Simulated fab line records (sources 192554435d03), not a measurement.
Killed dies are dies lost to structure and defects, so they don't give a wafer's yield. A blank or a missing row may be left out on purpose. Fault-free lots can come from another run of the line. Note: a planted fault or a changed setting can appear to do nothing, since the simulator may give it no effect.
A lot that was struck, set against a sound lot	flow n5_finfet	37 out of 1938 route steps
Sound: the wafers L632.2, L632.4, L632.6. Struck: wafer L641.4. (L641.1, L641.5 of the same lot were not struck and are left out.) The cause comes at the end.
Order at every step that has rows: each side's tool, ch and its chambers, its first start. Under that, the readings that differ: sound wafers	struck wafers	difference of the means	sigmas: that difference in standard deviations of wafers without a fault.
alike: readings with means less than 2 such deviations apart, plus words and numbers identical on both sides. not compared: withheld readings, readings lacking a value on some wafer, bounds such as >300 that could conceal the same value, and numbers that have no deviation in the record and whose values overlap.
The two part at a step that has a row with sigmas, a row that says differs or no value, or rows on one side only. When numbers do not overlap yet have no deviation, they are printed without sigmas and do not part them. A reading that every wafer of one side lacks parts them only if that side has two wafers or more.

first, 8 steps without rows for these wafers: N5_BEOL_M6_SPUTTER_48 (material Cu, target thk 10 nm, time 1.667 s); N5_BEOL_M6_ECD_50 (material Cu, target thk 300 nm); N5_BEOL_M6_ANNEAL_51 (time 90 s); N5_BEOL_M6_CMP_52 (polishes, stops on SiCOH lowk, t overpolish 6.9 s, target thk 80 nm); N5_BEOL_M6_PRE_CLEAN_55 (time 15 s); N5_BEOL_M6_DEP_56 (deposits SiCN from 3MS/NH3, target thk 10 nm, time 17.5 s); N5_BEOL_M7_ILD_DEP_00 (deposits SiCOH lowk from DEMS/porogen, target thk 179.75 nm, time 33.4 s); N5_BEOL_M7_CURE_74 (cures SiCOH lowk, time 240 s).
N5_BEOL_M7_PECVD_70: deposits SiO2 from TEOS/O2, target thk 20 nm, time 22.7 s.
  sound on pecvd-04 ch 1,2, day 12 00:46; struck on pecvd-03 ch 1, day 14 00:41
reading	sound	struck	difference	sigmas
model.SiO2_of_BEOL_M7_PECVD_70.thk_nm (nm)	20.4 19.6 20.6	23.8	+3.6	
  alike: heater_power_w, showerhead_plenum_p_Torr, showerhead_vpp_V, throttle_valve_pct
then, 25 steps without rows for these wafers: N5_BEOL_M7_HM_DEP_02 (deposits TiN, target thk 20 nm); N5_BEOL_M7_COAT_59 (time 60 s, resist thk 100 nm); N5_BEOL_M7_COAT_60 (time 60 s, resist thk 35 nm); N5_BEOL_M7_COAT_05 (resist thk 90 nm); N5_BEOL_M7_EBR_07; N5_BEOL_M7_SOFTBAKE_06 (time 60 s); N5_BEOL_M7_EXPOSE_08 (exposes mask M7); N5_BEOL_M7_PEB_09 (peb time 60 s); N5_BEOL_M7_DEVELOP_10 (develop time 30 s); N5_BEOL_M7_DESCUM_16 (chemistry O2, time 7.9 s); N5_BEOL_M7_ETCH_61 (etches SiARC in CF4, target depth 45.5 nm, time 75.8 s); N5_BEOL_M7_ETCH_62 (etches SOC in N2/H2, target depth 110 nm, overetch 22 nm, time 165 s); N5_BEOL_M7_STRIP_68 (strips in N2/H2); N5_BEOL_M7_STRIP_67 (strips in CF4); N5_BEOL_M7_HM_OPEN_17 (chemistry Cl2/BCl3, target TiN, target depth 20 nm, overetch 6 nm); N5_BEOL_M7_STRIP_19 (strips in O2); N5_BEOL_M7_COAT_63 (time 60 s, resist thk 60 nm); N5_BEOL_M7_COAT_64 (time 60 s, resist thk 12 nm); N5_BEOL_M7_COAT_71 (time 60 s, resist thk 5 nm); N5_BEOL_M7_COAT_22 (resist thk 30 nm); N5_BEOL_M7_EBR_24; N5_BEOL_M7_SOFTBAKE_23 (time 60 s); N5_BEOL_M7_EXPOSE_25 (exposes mask V6, target cd 40 nm); N5_BEOL_M7_PEB_26 (peb time 60 s); N5_BEOL_M7_DEVELOP_27 (develop time 30 s).
N5_BEOL_M7_HM_STRIP_39: strips TiN in peroxide tin strip, target depth 25 nm, time 158 s.
  sound on wet_bench-03 ch 0,3,7, day 12 04:55; struck on wet_bench-04 ch 3, day 14 03:53
reading	sound	struck	difference	sigmas
model.SiO2_of_BEOL_M7_PECVD_70.thk_nm (nm)	20.2 19.4 20.6	23.6	+3.5	
N5_BEOL_M7_CMP_52: polishes, stops on SiCOH lowk, t overpolish 6.9 s, target thk 80 nm.
  sound on cmp-01 ch 0,2,3, day 12 08:34; struck on cmp-01 ch 2, day 14 06:45
reading	sound	struck	difference	sigmas
barrier_field_endpoint_s (s)	29.4 29.5 29.8	34.3	+4.7	+5
  alike: clearing_platen_down_force_psi, edge_zone_pressure_frac, motor_current_A
  not compared: pad_life_wafers
-- here the record skips 3 days between the struck wafers' starts before and after, leaving off in module BEOL_M7 and picking up in module PASSIVATION (first step shown: number 1936 of the route) --
N5_PASSIVATION_PROBE_49:
  sound on prober-01 at day 15 11:58; struck on prober-02 at day 17 12:52
reading	sound	struck	difference	sigmas
killed_at_M0_to_M3	42 46 52	19	-28	-3
killed_at_contacts	21 25 18	9	-12	-2
  alike: defect_limited_yield, killed_at_M4_up, killed_at_front_end, killed_at_other, killed_dies, killed_open, killed_short, sort_bin_4_leakage, sort_bin_5_function, sort_bin_6_memory, sort_bin_8_speed, sort_n_pass, sort_yield_pct

WHERE THEY PART
At N5_BEOL_M7_CMP_52 first; at N5_PASSIVATION_PROBE_49 last (within this record only).

WHY: the cause the simulator had injected
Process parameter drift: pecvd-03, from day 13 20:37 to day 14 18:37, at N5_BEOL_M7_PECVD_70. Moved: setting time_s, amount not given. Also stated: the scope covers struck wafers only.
